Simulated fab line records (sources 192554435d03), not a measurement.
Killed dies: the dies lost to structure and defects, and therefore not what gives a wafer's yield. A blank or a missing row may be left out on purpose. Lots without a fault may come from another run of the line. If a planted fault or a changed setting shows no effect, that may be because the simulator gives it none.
A struck lot beside a sound one + flow n5 finfet + 14 steps out of a route of 1938
Sound: wafers L515.2, L515.3, L515.4. Wafers struck: L528.1, L528.2, L528.3. The cause comes at the end.
Per side, at each step with rows, come the tool, then ch with its chambers, and then its first start. Under that, the readings that differ: sound wafers + struck wafers + difference of the means + sigmas: that difference in standard deviations of wafers without a fault.
alike: readings whose means differ by less than 2 such deviations, and words and numbers that are the same on both sides. not compared: withheld readings, readings that some wafer has no value for, bounds like >300 that may hide the same value, and numbers for which the record gives no deviation and whose values overlap.
The two part at a step that has a row with sigmas, a row that says differs or no value, or rows on one side only. Numbers that don't overlap but have no deviation are shown without sigmas and don't part them. A reading that every wafer of one side lacks parts them only if that side has two wafers or more.

first, 1 step without rows for these wafers: N5_BEOL_M14_HARDBAKE_14 (time 120 s).
N5_BEOL_M14_CD_MEAS_10: target cd 250 nm.
  sound on cd sem-01 ch 0, day 13 02:41; struck on cd sem-02 ch 0, day 16 14:09
  alike: cd nm
N5_BEOL_M14_OVL_MEAS_11:
  sound on overlay-01 ch 0, day 13 02:43; struck on overlay-01 ch 0, day 16 14:11
| reading      | sound    | struck | difference | sigmas |
|--------------|----------|--------|------------|--------|
| V13_OVL (nm) | -8 -6 -7 | 4 8 7  | +13        | +2     |
N5_BEOL_M14_INSPECT_12: inspects for defects (macro).
  sound on defect inspect-01, day 13 02:44; struck on defect inspect-02, day 16 14:12
  alike: raw defect count
N5_BEOL_M14_DESCUM_15: chemistry O2, time 7.9 s.
  sound on rie diel-05 ch 1,2,3, day 13 02:46; struck on rie diel-05 ch 0,1,3, day 16 14:14
| reading                | sound          | struck         | difference | sigmas |
|------------------------|----------------|----------------|------------|--------|
| oes product au (a.u.)  | 0.71 0.70 0.68 | 0.90 0.82 0.94 | +0.19      | +2     |
| rf hours counter h (h) | 214 246 241    | 22 78 9        | -197       |        |
  alike: chamber pressure mTorr, drypump motor current A, rf vpp V, showerhead plenum p Torr, temp c, throttle valve pct
N5_BEOL_M14_ETCH_59: etches BARC in N2/H2, target depth 89 nm, overetch 26.7 nm, time 67.9 s.
  sound on rie diel-05 ch 1,2,3, day 13 02:48; struck on rie diel-05 ch 0,1,3, day 16 14:16
| reading                | sound          | struck         | difference | sigmas |
|------------------------|----------------|----------------|------------|--------|
| oes product au (a.u.)  | 0.61 0.59 0.59 | 0.77 0.71 0.79 | +0.16      | +2     |
| rf hours counter h (h) | 214 246 241    | 22 78 9        | -197       |        |
  alike: chamber pressure mTorr, drypump motor current A, rf vpp V, showerhead plenum p Torr, throttle valve pct
N5_BEOL_M14_VIA_ETCH_16: etches SiO2 in C4F8/O2/Ar, target depth 1231.3 nm.
  sound on rie diel-05 ch 1,2,3, day 13 02:51; struck on rie diel-05 ch 0,1,3, day 16 14:20
| reading               | sound          | struck         | difference | sigmas |
|-----------------------|----------------|----------------|------------|--------|
| oes product au (a.u.) | 0.65 0.63 0.62 | 0.81 0.75 0.86 | +0.17      | +2     |
  alike: chamber pressure mTorr, drypump motor current A, rf vpp V, showerhead plenum p Torr, throttle valve pct
N5_BEOL_M14_STRIP_63: strips in O2.
  sound on rie diel-05 ch 1,2,3; struck on rie diel-05 ch 0,1,3
| reading                | sound          | struck         | difference | sigmas |
|------------------------|----------------|----------------|------------|--------|
| oes product au (a.u.)  | 0.70 0.69 0.67 | 0.89 0.83 0.95 | +0.20      | +2     |
| rf hours counter h (h) | 214 246 241    | 23 78 9        | -197       |        |
  alike: chamber pressure mTorr, drypump motor current A, rf vpp V, showerhead plenum p Torr, temp c, throttle valve pct
N5_BEOL_M14_STRIP_64: strips in O2.
  sound on rie diel-05 ch 1,2,3; struck on rie diel-05 ch 0,1,3
| reading                | sound          | struck         | difference | sigmas |
|------------------------|----------------|----------------|------------|--------|
| oes product au (a.u.)  | 0.70 0.70 0.68 | 0.89 0.82 0.94 | +0.19      | +2     |
| rf hours counter h (h) | 214 246 241    | 23 78 9        | -197       |        |
  alike: chamber pressure mTorr, drypump motor current A, rf vpp V, showerhead plenum p Torr, temp c, throttle valve pct
then, 2 steps without rows for these wafers: N5_BEOL_M14_STRIP_71 (strips in post etch residue remover, time 60 s); N5_BEOL_M14_SRD_72 (time 30 s, dry time 30 s).
N5_BEOL_M14_CD_MEAS_17: target cd 250 nm.
  sound on cd sem-01, day 13 03:14; struck on cd sem-01, day 16 14:40
  alike: cd nm
N5_BEOL_M14_COAT_65: time 60 s, resist thk 450 nm.
  sound on litho track-01 ch 0, day 13 03:16; struck on litho track-01 ch 0, day 16 14:43
| reading                  | sound                | struck               | difference | sigmas |
|--------------------------|----------------------|----------------------|------------|--------|
| heater power total W (W) | 502.4 502.0 503.1    | 516.0 513.6 511.9    | +11.3      | +6     |
| plate temp C (C)         | 250.32 249.90 249.87 | 255.64 255.41 255.60 | +5.52      | +32    |
  alike: exhaust pa
then, 1 step without rows for these wafers: N5_BEOL_M14_COAT_66 (time 60 s, resist thk 110 nm).

WHERE THEY PART
Last at N5_BEOL_M14_COAT_65 as far as this record goes, first at N5_BEOL_M14_OVL_MEAS_11.

WHY: whatever the simulator had introduced
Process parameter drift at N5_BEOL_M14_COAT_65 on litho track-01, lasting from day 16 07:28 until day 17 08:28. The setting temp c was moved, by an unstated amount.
